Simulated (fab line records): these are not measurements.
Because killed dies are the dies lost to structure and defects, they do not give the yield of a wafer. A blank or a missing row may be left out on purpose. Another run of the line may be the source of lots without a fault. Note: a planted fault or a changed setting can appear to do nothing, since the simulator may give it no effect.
A lot that was struck, set against a sound lot | flow nand-harc | 14 steps out of a route of 1302
Sound: the wafers L661.1, L661.2, L661.4. Struck: wafers L658.2, L658.4, L658.6. At the end, the cause is stated.
For every step that has rows: the tool of each side, followed by ch and its chambers, followed by its first start. Under that, the readings that differ: sound wafers | struck wafers | difference of the means | sigmas: that difference in standard deviations of wafers without a fault.
alike: readings whose means differ by less than 2 such deviations, and words and numbers that are the same on both sides. not compared: withheld readings, readings that some wafer has no value for, bounds like >300 that may hide the same value, and numbers for which the record gives no deviation and whose values overlap.
The two part at a step that has a row with sigmas, a row that says differs or no value, or rows on one side only. Numbers that have no deviation but don't overlap get no sigmas and don't part them. Lack of a reading on every wafer of one side parts them only where that side has two or more wafers.

NHARC_A_STAIRCASE_DESCUM_291: chemistry O2, time 3 s.
  sound on rie-diel-01 ch 1,2,3, day 21 23:02; struck on rie-diel-01 ch 2,3, day 20 06:02
  alike: drypump-motor-current-A, oes-product-au, rf-vpp-V, showerhead-plenum-p-Torr, throttle-valve-pct
  not compared: rf-hours-counter-h
NHARC_A_STAIRCASE_ETCH_292: etches the open film in CF4/CHF3.
  sound on rie-diel-01 ch 0,1,2, day 21 23:08; struck on rie-diel-01 ch 1,3, day 20 06:07
  alike: cf4-flow-sccm, chf3-flow-sccm, drypump-motor-current-A, oes-product-au, rf-vpp-V, showerhead-plenum-p-Torr, throttle-valve-pct
  not compared: rf-hours-counter-h
then, 2 steps without rows for these wafers: NHARC_A_STAIRCASE_HM_OPEN_460 (chemistry O2/COS); NHARC_A_STAIRCASE_STRIP_461 (strips in O2/COS).
NHARC_A_STAIRCASE_ETCH_452: etches the open film in CF4/O2, target depth 30 nm, overetch 3 nm, time 16.5 s.
  sound: rie-diel-01 ch 1,2,3; struck: rie-diel-01 ch 0,1,3
  alike: cf4-flow-sccm, drypump-motor-current-A, oes_f_703_au, oes-product-au, rf-vpp-V, showerhead-plenum-p-Torr, throttle-valve-pct
  not compared: rf-hours-counter-h
NHARC_A_STAIRCASE_ETCH_294: etches the open film in C4F8/O2/Ar, target depth 4989 nm, time 1211.6 s.
  sound: rie-diel-01 ch 1,2,3; struck: rie-diel-01 ch 0,1,2
  alike: oes-product-au, rf-vpp-V
  not compared: rf-hours-counter-h
NHARC_A_STAIRCASE_STRIP_295: strips in O2.
  sound: rie-diel-01 ch 1,2,3; struck: rie-diel-01 ch 1,2
  alike: drypump-motor-current-A, oes-product-au, rf-vpp-V, showerhead-plenum-p-Torr, throttle-valve-pct
  not compared: rf-hours-counter-h
then, 4 steps without rows for these wafers: NHARC_A_STAIRCASE_STRIP_296 (strips in SPM, time 900 s); NHARC_A_STAIRCASE_PRECLEAN_297 (cleans in SC1); NHARC_A_STAIRCASE_SRD_298; NHARC_A_STAIRCASE_HM_DEP_462 (deposits aC, target thk 800 nm).
NHARC_A_STAIRCASE_DEP_301: deposits SiON, target thk 30 nm.
  sound on pecvd-04 ch 0,2, day 22 05:17; struck on pecvd-03 ch 0,1, day 20 10:17
  reading              | sound             | struck            | difference | sigmas
  rf-fwd-power-W (W)   | 348.6 348.7 347.8 | 487.8 487.9 488.0 | +139.5     | +99 or more
  showerhead-vpp-V (V) | 1101 1235 1095    | 1442 1436 1367    | +271       | +5
  alike: heater-power-outer-w, heater-power-w
then, 1 step without rows for these wafers: NHARC_A_STAIRCASE_DEHYDRATE_302 (time 120 s).
-- break in the record here, with 7 days between the starts of the struck wafers on either side (left off in module A_STAIRCASE, picked up again in module END, where the first step shown is number 1302 on the route) --
NHARC_END_SORT_01:
  the record has rows for the struck wafers here (prober-01 ch 0, day 27 19:17) and none for the sound ones

WHERE THEY PART
Last at NHARC_END_SORT_01 as far as this record goes, first at NHARC_A_STAIRCASE_DEP_301.

WHY: the cause the simulator had injected
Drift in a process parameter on pecvd-03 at NHARC_A_STAIRCASE_DEP_301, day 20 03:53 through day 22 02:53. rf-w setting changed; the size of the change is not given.
